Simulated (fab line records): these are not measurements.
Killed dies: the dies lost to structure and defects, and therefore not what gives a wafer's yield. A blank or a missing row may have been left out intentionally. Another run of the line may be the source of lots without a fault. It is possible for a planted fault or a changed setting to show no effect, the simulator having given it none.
Chamber matching | flow nandHarc | rieDiel-13 running NHARC_A_STAIRCASE_TRIM_196: 4 sister chambers
The step chemistry O2, time 211.2 s. 16 wafers are shown with their chamber, then 8 later ones without.

== EACH WAFER AND ITS CHAMBER ==
wafer  | chamber | showerheadPlenumPTorr (Torr) | drypumpMotorCurrentA (A) | oesProductAu (a.u.)
L074.1 | 3       | 3.56                         | 5.9                      | 1.013
L074.3 | 0       | 3.65                         | 5.9                      | 0.995
L074.6 | 2       | 3.42                         | 5.8                      | 1.007
L076.1 | 0       | 3.64                         | 5.9                      | 0.994
L076.4 | 0       | 3.64                         | 5.9                      | 0.996
L076.5 | 3       | 3.56                         | 5.9                      | 1.004
L080.1 | 0       | 3.63                         | 5.9                      | 0.998
L080.4 | 1       | 3.62                         | 5.9                      | 1.007
L080.6 | 3       | 3.55                         | 6.0                      | 1.002
L081.2 | 2       | 3.40                         | 5.8                      | 0.993
L081.4 | 1       | 3.62                         | 6.0                      | 0.996
L081.6 | 0       | 3.63                         | 5.9                      | 0.987
L082.3 | 0       | 3.63                         | 5.9                      | 0.986
L082.4 | 1       | 3.61                         | 6.0                      | 0.992
L082.6 | 3       | 3.54                         | 5.9                      | 0.997
L085.1 | 3       | 3.54                         | 5.9                      | 1.010

SIGNATURES, as means of the wafers listed above
reading               | chamber 0 | chamber 1 | chamber 2 | chamber 3 | scatter within a chamber
showerheadPlenumPTorr | 3.6367    | 3.6167    | 3.4100    | 3.5500    | 0.00913
drypumpMotorCurrentA  | 5.900     | 5.967     | 5.800     | 5.920     | 0.035
oesProductAu          | 0.99267   | 0.99833   | 1.00000   | 1.00520   | 0.00649
Rule: for each reading, subtract the chamber's mean from the wafer's reading, divide by that reading's scatter and square the result; add these up over the readings and take the root, which gives the wafer's distance from the chamber. If the next closest chamber is less than 2 further off than the closest, the wafer can't be placed; otherwise it belongs to the closest. The scatter: take each reading less its chamber's mean, square it, sum over the shown wafers, divide by the number of wafers less the number of chambers, and take the root.

== WAFERS WITH NO CHAMBER GIVEN ==
wafer  | showerheadPlenumPTorr (Torr) | drypumpMotorCurrentA (A) | oesProductAu (a.u.)
L085.2 | 3.62                         | 5.9                      | 0.990
L085.3 | 3.61                         | 5.9                      | 0.994
L087.3 | 3.53                         | 5.9                      | 1.009
L087.4 | 3.60                         | 5.9                      | 1.001
L087.6 | 3.62                         | 5.9                      | 0.993
L097.2 | 3.59                         | 6.0                      | 1.007
L097.4 | 3.38                         | 5.8                      | 1.016
L097.5 | 3.59                         | 6.0                      | 1.006

== THE CHAMBER EACH PASSED THROUGH ==
wafer  | from the rows above     | in truth
L085.2 | can't be placed: 0 or 1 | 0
L085.3 | can't be placed: 1 or 0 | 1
L087.3 | 3                       | 3
L087.4 | can't be placed: 1 or 0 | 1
L087.6 | can't be placed: 0 or 1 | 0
L097.2 | can't be placed: 1 or 3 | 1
L097.4 | 2                       | 2
L097.5 | can't be placed: 1 or 3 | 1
Placed correctly: 2 of 8. Not placeable from these rows: 6 (in 6, the candidates include the true chamber). Wrongly placed: 0.
